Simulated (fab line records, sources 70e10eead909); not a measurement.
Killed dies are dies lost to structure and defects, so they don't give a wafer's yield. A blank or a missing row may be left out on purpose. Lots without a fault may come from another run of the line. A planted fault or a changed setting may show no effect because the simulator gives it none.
fab line records | flow nand_harc | part 1 of 2: steps 1 to 4 of 6
record lots=24 wafers=72 last_day=33
route steps=1302 shown A_CHANNEL_FILL_D2@616 A_STAIRCASE@667
lots that met no fault: from a run of the same line without faults
start_h: hours from the record's first day to the start of the lot's first wafer shown | wait_h: hours since the lot's step before | " the same as in the row above | L1.1+2: a row that stands for several wafers | - no value, or no start given | * or withheld: withheld | < > ~ a bound
route shown NAME@n: a module of which the file shows steps, and the number in the route of the first | usual: mean/standard deviation of fault-free wafers | same: alike in all rows | chamber/n: place in a boat | sites: the reading at each site | _std_site: their standard deviation | _edge_site: outer sites' mean less inner sites' | radius_mm: how far each site lies from the wafer's centre | mask NAME#n: copy n | behind: the tool/chamber that last shaped the wafer | hold: why the lot was held/for how many hours/how that ended | device: the transistor (n, p or np) that didn't switch | end of line: the same wafers' tests at the end of the route | a step without rows: its recipe alone | killed: dies lost to structure and defects at the first sort, not the wafer's yield | map: a wafer's dies, x killed, . not, _ none there
set.NAME: the setting as run; set.NAME@STEP: as run at that earlier step | model.NAME: the simulator's own value behind a step, which no gauge read
steps of the route over a sample of lots; a table a step, a row a wafer
services: from which hour (start_h, from the record's first day; less than 0 if before it) a tool's chamber was out of use, for how many hours, and why
## steps
# step NHARC_A_CHANNEL_FILL_D2_ALD_16
# recipe target_thk_a=15 pulse_time_s=10 ald_cycles=15 temp_c=300 material=SiO2
# usual heater_power_w=458/40 precursor_pulse_height_rel=1.001/0.02
# columns lot.wafer tool chamber start_h wait_h heater_power_w precursor_pulse_height_rel
L074.4 ald_hk-01 0 314.81 1.7 497 1.001
L074.3 " 1 " " 448 1.021
L074.5 " 3 " " 471 1.002
L075.1 ald_hk-02 2 322.01 0.1 457 0.998
L075.3 " 3 " " 468 1.026
L075.5 " 0 " " 446 0.990
L076.1 ald_hk-02 3 326.84 0.0 467 0.997
L076.4 " 0 " " 434 1.033
L076.5 " 0 " " 442 1.032
L077.2 ald_hk-03 2 342.90 0.0 412 0.999
L077.1 " 0 " " 557 0.962
L077.5 " 2 " " 395 1.005
L078.2 ald_hk-02 3 342.92 0.1 471 0.986
L078.1 " 0 " " 443 1.031
L078.5 " 3 " " 472 1.021
L079.3 ald_hk-01 1 366.43 0.1 468 1.003
L079.1 " 2 " " 441 1.013
L079.5 " 0 " " 495 1.017
L080.4 ald_hk-03 3 366.53 0.2 379 0.988
L080.6 " 0 " " 550 0.980
L080.5 " 1 " " 452 0.995
L083.3 ald_hk-01 0 409.92 0.0 512 1.011
L083.1 " 2 " " 437 0.970
L083.6 " 1 " " 461 0.968
L082.4 ald_hk-01 3 413.01 0.0 464 1.010
L082.2 " 1 " " 449 1.017
L082.1 " 2 " " 444 1.030
L081.4 ald_hk-03 3 413.11 0.1 387 1.013
L081.2 " 0 " " 538 0.979
L081.5 " 2 " " 401 0.999
L085.4 ald_hk-02 1 423.86 0.1 459 1.014
L085.6 " 3 " " 499 0.988
L085.5 " 0 " " 438 0.988
L084.2 ald_hk-02 1 429.23 0.1 461 1.001
L084.6 " 3 " " 499 1.021
L084.5 " 0 " " 441 1.024
L086.2 ald_hk-02 0 438.72 2.8 439 0.990
L086.1 " 1 " " 442 0.982
L086.5 " 0 " " 441 1.042
L087.2 ald_hk-02 1 443.68 0.1 460 1.014
L087.1 " 0 " " 437 1.009
L087.6 " 1 " " 443 0.997
L089.2 ald_hk-01 0 467.17 0.1 498 1.001
L089.4 " 1 " " 465 1.005
L089.6 " 0 " " 504 0.976
L088.3 ald_hk-03 0 467.19 0.1 544 1.015
L088.2 " 1 " " 417 1.032
L088.6 " 0 " " 522 1.012
L090.3 ald_hk-03 0 471.20 0.0 534 1.004
L090.2 " 2 " " 411 1.021
L090.1 " 3 " " 399 1.016
L091.3 ald_hk-02 3 483.43 0.1 512 1.000
L091.5 " 0 " " 454 1.030
L091.6 " 1 " " 453 1.021
L092.2 ald_hk-02 3 483.51 0.2 496 0.969
L092.4 " 0 " " 446 0.995
L092.1 " 2 " " 461 0.996
L093.4 ald_hk-01 0 509.93 0.1 489 1.005
L093.6 " 1 " " 453 0.986
L093.5 " 2 " " 425 0.982
L095.2 ald_hk-03 1 528.90 0.0 425 0.986
L095.1 " 2 " " 394 1.023
L095.6 " 1 " " 428 1.033
L094.2 ald_hk-01 2 528.91 0.0 434 0.977
L094.6 " 2 " " 431 1.029
L094.5 " 3 " " 487 1.019
L096.1 ald_hk-03 0 538.69 0.0 552 1.016
L096.2 " 2 " " 391 0.986
L096.5 " 0 " " 540 0.982
L097.3 ald_hk-01 1 538.72 0.1 441 0.983
L097.4 " 2 " " 435 1.004
L097.1 " 3 " " 480 0.963
# step NHARC_A_CHANNEL_FILL_D2_ETCHBACK_20
# recipe target_depth_a=270 time_s=13.5 c4f8_flow_sccm=withheld o2_flow_sccm=8 ar_flow_sccm=withheld rf_w=600 bias_w=1500 chemistry=C4F8/O2/Ar
# usual oes_product_au=0.991/0.023 rf_vpp_V=976/4.9
# columns lot.wafer tool chamber start_h wait_h oes_product_au rf_hours_counter_h rf_vpp_V
L074.3 rie_diel-04 2 330.54 - 1.001 4 977
L074.4 " 0 " " 1.008 4 970
L074.5 " 1 " " 0.999 - 977
L075.3 rie_diel-10 2 333.96 - 1.005 3 975
L075.1 " 0 " " 0.986 3 981
L075.5 " 2 " " 1.000 - 974
L076.4 rie_diel-13 1 338.27 - 0.995 31 978
L076.1 " 3 " " 1.014 28 976
L076.5 " 2 " " 1.002 - 971
L077.1 rie_diel-10 2 354.85 - 0.989 4 976
L077.2 " 0 " " 0.994 4 982
L077.5 " 2 " " 0.993 - 975
L078.1 rie_diel-04 3 354.86 - 1.010 4 987
L078.2 " 0 " " 1.013 4 970
L078.5 " 2 " " 1.011 - 977
L079.3 rie_diel-04 1 378.54 - 0.998 1 977
L079.1 " 3 " " 0.996 1 987
L079.5 " 2 " " 1.017 - 976
L080.4 rie_diel-13 0 378.57 - 0.930 5 972
L080.6 " 1 " " 0.936 - 978
L080.5 " 2 " " 0.924 - 971
L082.4 rie_diel-13 2 421.92 - 0.997 10 970
L082.2 " 0 " " 0.993 10 971
L082.1 " 1 " " 0.995 9 977
L083.1 rie_diel-04 3 421.94 - 0.993 2 988
L083.3 " 1 " " 0.996 2 977
L083.6 " 3 " " 0.997 - 988
L081.4 rie_diel-13 3 425.20 - 0.929 12 975
L081.2 " 0 " " 0.920 11 971
L081.5 " 2 " " 0.924 - 973
L085.4 rie_diel-13 2 435.90 - 1.000 11 970
L085.5 " 2 " " 0.998 - 971
L085.6 " 3 " " 1.004 - 976
L084.2 rie_diel-04 2 441.14 - 0.964 2 977
L084.6 " 1 " " 0.954 - 976
L084.5 " 2 " " 0.966 - 976
L086.1 rie_diel-10 0 450.93 - 0.989 0 981
L086.2 " 2 " " 1.006 1 975
L086.5 " 0 " " 1.002 - 980
L087.2 rie_diel-04 2 455.78 - 1.000 2 977
L087.1 " 3 " " 1.009 3 989
L087.6 " 1 " " 0.992 - 977
L089.2 rie_diel-13 0 478.69 - 0.992 23 973
L089.4 " 1 " " 0.992 21 978
L089.6 " 3 " " 1.004 - 975
L088.3 rie_diel-04 1 478.69 - 1.004 3 977
L088.2 " 2 " " 0.993 3 976
L088.6 " 0 " " 1.003 - 971
L090.1 rie_diel-04 0 483.08 - 0.991 4 971
L090.2 " 1 " " 0.987 4 977
L090.3 " 2 " " 1.007 3 976
L091.3 rie_diel-10 1 496.55 - 0.987 3 974
L091.6 " 1 " " 0.999 - 972
L091.5 " 0 " " 0.988 - 980
L092.4 rie_diel-13 2 496.55 - 0.995 27 969
L092.1 " 0 " " 0.989 26 972
L092.2 " 1 " " 0.994 24 977
L093.4 rie_diel-04 0 521.48 - 0.988 4 970
L093.5 " 0 " " 0.992 - 970
L093.6 " 1 " " 0.998 - 976
L094.2 rie_diel-10 0 541.36 - 0.985 4 981
L094.5 " 0 " " 0.977 - 980
L094.6 " 2 " " 0.999 - 976
L095.1 rie_diel-13 3 541.37 - 1.007 2 975
L095.2 " 0 " " 1.001 2 972
L095.6 " 2 " " 1.013 - 972
L097.3 rie_diel-13 1 550.63 - 1.004 3 978
L097.4 " 3 " " 0.998 3 975
L097.1 " 0 " " 0.993 3 971
L096.1 rie_diel-04 2 550.64 - 1.000 0 975
L096.2 " 0 " " 0.998 0 971
L096.5 " 2 " " 1.000 - 975
# step NHARC_A_CHANNEL_FILL_D2_RTA_24
# recipe temp_c=1000 time_s=5
# usual lamp_power_pct=32.9/0.75 lamp_zone_2_pct=32.9/0.75 lamp_zone_5_pct=32.9/0.75 lamp_zone_6_pct=32.8/0.75 wafer_temp_C_max=1007.3/1.9
# columns lot.wafer tool chamber start_h wait_h lamp_power_pct lamp_zone_2_pct lamp_zone_5_pct lamp_zone_6_pct wafer_temp_C_max
L074.3 rtp_anneal-01 0 354.03 0.1 32.0 31.9 32.0 31.9 1005.2
L074.4 " 0 " " 32.0 32.0 32.0 31.9 1004.1
L074.5 " 0 " " 32.0 32.0 32.0 31.9 1004.9
L075.1 rtp_anneal-01 0 357.97 0.0 32.0 32.0 32.0 32.0 1006.1
L075.3 " 0 " " 32.0 32.0 32.0 31.9 1004.8
L075.5 " 0 " " 32.0 32.0 32.0 31.9 1006.4
L076.1 rtp_anneal-02 0 365.05 0.0 33.5 33.5 33.6 33.4 1007.8
L076.4 " 0 " " 33.6 33.6 33.6 33.4 1008.1
L076.5 " 0 " " 33.5 33.5 33.5 33.4 1008.0
L078.1 rtp_anneal-02 0 378.40 0.0 33.5 33.5 33.5 33.4 1008.9
L078.2 " 0 " " 33.6 33.5 33.5 33.4 1008.8
L078.5 " 0 " " 33.5 33.5 33.5 33.4 1007.9
L077.1 rtp_anneal-02 0 382.23 0.0 33.6 33.5 33.5 33.5 1009.7
L077.2 " 0 " " 33.5 33.5 33.5 33.5 1008.0
L077.5 " 0 " " 33.5 33.6 33.4 33.5 1006.6
L079.1 rtp_anneal-02 0 405.30 0.0 33.6 33.5 33.5 33.4 1006.8
L079.3 " 0 " " 33.5 33.6 33.6 33.5 1006.7
L079.5 " 0 " " 33.6 33.5 33.6 33.5 1007.0
L080.4 rtp_anneal-01 0 405.45 0.2 32.0 32.0 32.0 31.9 1008.0
L080.5 " 0 " " 32.0 32.0 32.0 31.9 1006.8
L080.6 " 0 " " 32.0 32.0 32.0 32.0 1007.7
L083.1 rtp_anneal-02 0 446.56 0.0 33.5 33.5 33.5 33.5 1007.9
L083.3 " 0 " " 33.6 33.5 33.6 33.5 1006.9
L083.6 " 0 " " 33.5 33.5 33.6 33.5 1008.2
L082.1 rtp_anneal-02 0 450.29 0.0 33.5 33.6 33.5 33.4 1011.7
L082.2 " 0 " " 33.7 33.6 33.6 33.5 1007.9
L082.4 " 0 " " 33.6 33.5 33.5 33.5 1008.6
L081.2 rtp_anneal-01 0 450.40 0.1 32.0 32.0 32.0 32.0 1005.1
L081.4 " 0 " " 32.0 32.0 32.0 32.0 1004.3
L081.5 " 0 " " 32.0 32.0 32.0 31.9 1005.4
L085.4 rtp_anneal-01 0 459.80 0.1 32.0 32.0 32.0 31.9 1005.0
L085.5 " 0 " " 32.0 32.0 32.0 31.9 1005.7
L085.6 " 0 " " 32.0 32.1 32.0 31.9 1005.5
L084.2 rtp_anneal-02 0 468.65 0.1 33.5 33.5 33.5 33.4 1008.0
L084.5 " 0 " " 33.5 33.6 33.5 33.5 1010.0
L084.6 " 0 " " 33.6 33.5 33.6 33.4 1008.9
L086.1 rtp_anneal-01 0 474.41 0.0 32.0 32.0 32.0 31.9 1007.5
L086.2 " 0 " " 32.0 32.0 32.0 31.9 1007.1
L086.5 " 0 " " 32.0 32.0 32.0 31.9 1005.1
L087.1 rtp_anneal-01 0 479.48 0.0 32.0 32.0 32.0 32.0 1006.6
L087.2 " 0 " " 32.0 32.0 31.9 32.0 1009.8
L087.6 " 0 " " 32.0 32.0 32.0 31.9 1005.1
L088.2 rtp_anneal-02 0 505.21 0.1 33.5 33.4 33.5 33.5 1008.1
L088.3 " 0 " " 33.5 33.5 33.5 33.4 1007.4
L088.6 " 0 " " 33.4 33.5 33.5 33.5 1013.3
L090.1 rtp_anneal-01 0 505.32 0.0 32.0 32.0 32.0 31.9 1008.2
L090.2 " 0 " " 32.0 32.0 32.0 32.0 1006.2
L090.3 " 0 " " 32.0 32.0 32.0 32.0 1005.9
L089.2 rtp_anneal-02 0 505.38 0.1 33.5 33.5 33.5 33.4 1008.1
L089.4 " 0 " " 33.5 33.5 33.5 33.4 1007.5
L089.6 " 0 " " 33.4 33.5 33.5 33.4 1006.7
L092.1 rtp_anneal-01 0 519.70 0.0 32.0 32.0 32.0 32.0 1005.3
L092.2 " 0 " " 32.0 32.0 32.0 31.9 1008.7
L092.4 " 0 " " 32.0 32.0 32.0 31.9 1008.0
L091.3 rtp_anneal-02 0 519.75 0.1 33.6 33.5 33.6 33.5 1007.1
L091.5 " 0 " " 33.5 33.5 33.5 33.5 1006.8
L091.6 " 0 " " 33.5 33.5 33.6 33.5 1005.9
L093.4 rtp_anneal-02 0 545.28 0.1 33.5 33.5 33.5 33.4 1009.7
L093.5 " 0 " " 33.5 33.5 33.4 33.5 1009.1
L093.6 " 0 " " 33.5 33.5 33.5 33.5 1008.6
L094.2 rtp_anneal-02 0 565.10 0.1 33.5 33.5 33.6 33.4 1007.7
L094.5 " 0 " " 33.5 33.5 33.6 33.5 1006.3
L094.6 " 0 " " 33.6 33.5 33.5 33.5 1009.3
L095.1 rtp_anneal-02 0 565.24 0.2 33.5 33.6 33.5 33.5 1005.2
L095.2 " 0 " " 33.5 33.6 33.5 33.4 1007.0
L095.6 " 0 " " 33.5 33.5 33.6 33.4 1007.9
L096.1 rtp_anneal-01 0 574.25 0.0 32.0 32.0 32.0 31.9 1007.7
L096.2 " 0 " " 32.0 32.1 32.0 31.9 1004.6
L096.5 " 0 " " 32.0 32.0 32.0 32.0 1006.2
L097.1 rtp_anneal-02 0 574.25 0.0 33.6 33.5 33.5 33.5 1005.9
L097.3 " 0 " " 33.5 33.5 33.6 33.5 1006.0
L097.4 " 0 " " 33.6 33.5 33.6 33.5 1008.7
# step NHARC_A_STAIRCASE_DESCUM_11
# recipe time_s=3 o2_flow_sccm=200 ar_flow_sccm=0 bias_power_w=0 chemistry=O2
# usual drypump_motor_current_A=5.7/0.41 oes_product_au=0.998/0.011 rf_vpp_V=57.7/0.88 showerhead_plenum_p_Torr=1.90/0.049 throttle_valve_pct=11.311/0.0074
# columns lot.wafer tool chamber start_h wait_h drypump_motor_current_A oes_product_au rf_hours_counter_h rf_vpp_V showerhead_plenum_p_Torr throttle_valve_pct
L074.4 rie_diel-11 0 357.86 - 5.7 0.977 25 57.0 1.91 11.305
L074.3 " 2 " " 5.3 0.998 33 57.3 1.87 11.308
L074.5 " 0 " " 5.7 0.984 - 59.7 1.91 11.316
L075.1 rie_diel-08 1 361.09 - 5.6 0.992 47 57.3 1.91 11.310
L075.3 " 0 " " 5.5 0.986 48 58.1 1.90 11.318
L075.5 " 1 " " 5.7 1.005 - 59.3 1.91 11.302
L076.1 rie_diel-08 1 368.14 - 5.6 0.994 49 57.4 1.91 11.311
L076.4 " 2 " " 6.2 1.003 42 57.3 1.88 11.321
L076.5 " 0 " " 5.5 0.984 - 56.6 1.90 11.308
L078.1 rie_diel-07 2 390.67 - 5.4 1.018 29 58.5 2.03 11.313
L078.2 " 3 " " 5.0 1.005 22 58.4 1.89 11.323
L078.5 " 2 " " 5.4 1.022 - 58.6 2.03 11.309
L077.1 rie_diel-11 3 391.12 - 5.1 1.001 46 58.4 1.91 11.303
L077.2 " 2 " " 5.3 0.999 43 57.9 1.87 11.318
L077.5 " 0 " " 5.7 0.972 - 58.4 1.91 11.301
L079.3 rie_diel-07 2 408.70 - 5.4 1.015 34 58.6 2.03 11.317
L079.1 " 3 " " 5.0 1.000 27 56.6 1.89 11.298
L079.5 " 1 " " 6.1 0.988 - 58.3 1.88 11.301
L080.4 rie_diel-07 2 408.74 - 5.4 1.015 34 57.8 2.03 11.301
L080.6 " 2 " " 5.5 1.022 - 59.6 2.03 11.317
L080.5 " 3 " " 5.0 1.003 - 56.2 1.89 11.309
L083.3 rie_diel-08 0 449.68 - 5.5 0.986 22 57.6 1.89 11.303
L083.1 " 1 " " 5.6 0.994 19 56.6 1.90 11.299
L083.6 " 1 " " 5.6 0.986 - 56.4 1.90 11.317
L082.2 rie_diel-08 1 453.48 - 5.7 0.981 20 57.0 1.90 11.303
L082.1 " 2 " " 6.2 0.988 17 57.7 1.87 11.319
L082.4 " 0 " " 5.5 0.989 23 56.8 1.89 11.302
L081.4 rie_diel-11 1 453.66 - 5.8 1.002 3 58.0 1.87 11.306
L081.2 " 2 " " 5.3 0.986 2 58.5 1.86 11.317
L081.5 " 0 " " 5.7 0.986 - 58.9 1.90 11.325
L085.4 rie_diel-11 2 463.33 - 5.4 0.994 6 59.0 1.86 11.303
L085.5 " 2 " " 5.3 1.000 - 58.0 1.86 11.312
L085.6 " 3 " " 5.1 1.007 - 57.1 1.91 11.307
L084.2 rie_diel-08 1 471.60 - 5.6 0.997 27 58.9 1.90 11.296
L084.5 " 2 " " 6.2 1.001 - 58.2 1.87 11.305
L084.6 " 3 " " 5.9 0.996 - 57.3 1.85 11.307
L086.2 rie_diel-08 3 477.29 - 5.9 0.988 31 59.1 1.85 11.306
L086.1 " 0 " " 5.5 1.008 29 58.9 1.89 11.307
L086.5 " 3 " " 5.9 0.991 - 57.6 1.85 11.297
L087.1 rie_diel-11 1 482.58 - 5.8 0.999 14 57.3 1.87 11.299
L087.2 " 3 " " 5.1 0.999 16 58.1 1.90 11.317
L087.6 " 0 " " 5.7 0.980 - 58.0 1.90 11.319
L090.1 rie_diel-07 1 508.89 - 6.1 0.987 5 58.4 1.87 11.315
L090.3 " 2 " " 5.4 1.011 6 58.4 2.02 11.314
L090.2 " 0 " " 6.3 0.991 6 58.0 1.85 11.305
L089.4 rie_diel-07 2 509.19 - 5.5 1.018 6 59.4 2.02 11.307
L089.2 " 3 " " 5.0 1.020 7 57.8 1.88 11.302
L089.6 " 0 " " 6.3 0.985 - 57.7 1.85 11.316
L088.3 rie_diel-07 2 509.57 - 5.5 1.002 6 59.6 2.02 11.313
L088.2 " 3 " " 5.0 0.998 8 56.0 1.88 11.318
L088.6 " 2 " " 5.4 1.020 - 59.4 2.02 11.319
L092.2 rie_diel-07 1 522.86 - 6.1 1.008 11 57.8 1.87 11.312
L092.4 " 2 " " 5.4 1.001 11 58.3 2.02 11.298
L092.1 " 0 " " 6.3 0.977 13 56.9 1.85 11.317
L091.3 rie_diel-07 3 523.04 - 5.0 1.003 13 58.0 1.88 11.321
L091.5 " 3 " " 5.0 1.008 - 58.2 1.88 11.320
L091.6 " 0 " " 6.3 0.980 - 59.2 1.85 11.323
L093.4 rie_diel-11 3 548.43 - 5.1 1.012 46 57.4 1.89 11.312
L093.5 " 0 " " 5.7 0.990 - 56.6 1.89 11.325
L093.6 " 1 " " 5.8 1.005 - 57.2 1.86 11.308
L094.2 rie_diel-08 2 568.06 - 6.2 0.988 0 56.7 1.86 11.314
L094.5 " 0 " " 5.5 0.979 - 58.6 1.89 11.310
L094.6 " 1 " " 5.7 0.995 - 58.9 1.89 11.320
L095.1 rie_diel-07 2 572.38 - 5.5 1.014 29 58.0 2.01 11.312
L095.2 " 0 " " 6.3 0.977 32 55.6 1.84 11.318
L095.6 " 2 " " 5.4 1.005 - 58.6 2.01 11.308
L096.1 rie_diel-07 3 577.33 - 5.0 1.018 27 57.7 1.87 11.301
L096.2 " 2 " " 5.4 1.013 30 57.5 2.01 11.332
L096.5 " 0 " " 6.3 0.988 - 57.2 1.84 11.320
L097.1 rie_diel-11 2 577.52 - 5.3 0.996 54 56.0 1.85 11.310
L097.4 " 3 " " 5.1 1.010 57 58.1 1.89 11.312
L097.3 " 0 " " 5.7 0.995 50 59.9 1.89 11.322
